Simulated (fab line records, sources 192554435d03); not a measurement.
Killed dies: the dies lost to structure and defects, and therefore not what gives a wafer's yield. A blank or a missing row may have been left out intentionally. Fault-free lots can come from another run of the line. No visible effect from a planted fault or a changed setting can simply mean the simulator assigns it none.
Code-filled problem report in 8D (eight disciplines) form / flow n5 finfet / the parts of the form that need people (team, actions taken, sign-off) are left out

## 1. PROBLEM STATEMENT
cd nm at N5_BEOL_M4_CD_MEAS_28 reads a mean of 23.98 nm on 1 wafer of 1 lot; wafers without a fault read 26.35 nm with a standard deviation of 0.25. Measured from the usual mean, that is -9.5 standard deviations.
The step: target cd 26.2 nm, target cd y 24.1 nm.
First seen on wafer L318.2, day 10 14:47, on cd sem-02. The record has a number at this step for 24 wafers belonging to 8 lots. The rule behind "out" and "out of limits": a value lying over 4 standard deviations away from the usual mean. All remaining wafers that have a number are taken as sound.

## 2. WHAT IT IS, WHAT IT ISN'T
question=which readings at this step | is=cd nm | is not=-
question=which lots | is=L318 | is not=L306, L307, L308, L309, L323, L325, L329
question=which wafers of those lots | is=L318.2 | is not=L318.1, L318.5
question=read on which gauges | is=cd sem-02 | is not=cd sem-01, cd sem-03
question=when | is=from day 10 14:47 | is not=up to then (14 sound wafers); but 9 sound wafers of L323, L325, L329 came after

## 3. SUSPECTS, AND WHAT RULES EACH OUT
Counting: any tool at a process step up to the reading remains a suspect provided it ran every lot that is out. Sound lots after the first of them don't rule it out here, since some wafers of a struck lot are sound.
- ruled out: the gauge at N5_BEOL_M4_CD_MEAS_28. All the wafers that are out were read on cd sem-02, but those of them that N5_PASSIVATION_PROBE_49 has rows for are out there too, on other tools.
- euv scanner-02 at N5_BEOL_M4_EXPOSE_25 (exposes mask V3, defocus 5 nm): kept. L318, the lot that is out, went through it at day 10 14:39; up to then, the latest sound lot through it was L308 at day 7 18:28.
The count leaves euv scanner-02 at N5_BEOL_M4_EXPOSE_25.

## 4. THE CAUSE (what the simulator had put in)
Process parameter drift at N5_BEOL_M4_EXPOSE_25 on euv scanner-02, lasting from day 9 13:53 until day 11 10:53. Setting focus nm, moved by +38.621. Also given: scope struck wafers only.
Counting left only this tool.

## 5. THE EFFECT CHAIN, in route order
Rows list readings where the struck wafers' mean (over those with a number) sits beyond 3 standard deviations from the usual. Scope: only readings with a usual standard deviation given in the record; hours: median across lots of the time from each lot's start at the first step in this table that gives one to its start at this step; sigmas: change in usual standard deviations.
hours=0; step=N5_BEOL_M4_CD_MEAS_28; reading=cd nm; usual=26.35 nm; on struck wafers=23.98; change=-2.37; sigmas=-9.5
hours=108; step=N5_PASSIVATION_PROBE_49; reading=defect limited yield; usual=91.6 %; on struck wafers=0.0; change=-91.6; sigmas=-57
hours=108; step=N5_PASSIVATION_PROBE_49; reading=killed_at_M4_up; usual=14; on struck wafers=1059; change=+1045; sigmas=+99 or more
hours=108; step=N5_PASSIVATION_PROBE_49; reading=killed dies; usual=100; on struck wafers=1180; change=+1080; sigmas=+57
hours=108; step=N5_PASSIVATION_PROBE_49; reading=killed on rim; usual=13; on struck wafers=152; change=+139; sigmas=+33
hours=108; step=N5_PASSIVATION_PROBE_49; reading=sort n pass; usual=1080; on struck wafers=0; change=-1080; sigmas=-60
hours=108; step=N5_PASSIVATION_PROBE_49; reading=sort yield pct; usual=91.6 %; on struck wafers=0.0; change=-91.6; sigmas=-57
The process steps in it:
- N5_PASSIVATION_PROBE_49
At these later measuring or inspecting steps, every struck wafer for which the step has a row has a number for every such reading, and none has moved that far: N5_BEOL_M4_OVL_MEAS_29.

## 6. HOW IT WOULD HAVE BEEN CAUGHT EARLIER
25 hours passed between the start of the fault at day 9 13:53 and the first reading out of limits at a measuring or inspecting step in this record, taken at day 10 14:47.
The start of N5_BEOL_M4_EXPOSE_25 on euv scanner-02 came by day 10 14:47 for every one of the lots that are out (1). Holding the tool at that point would not have protected any of them.
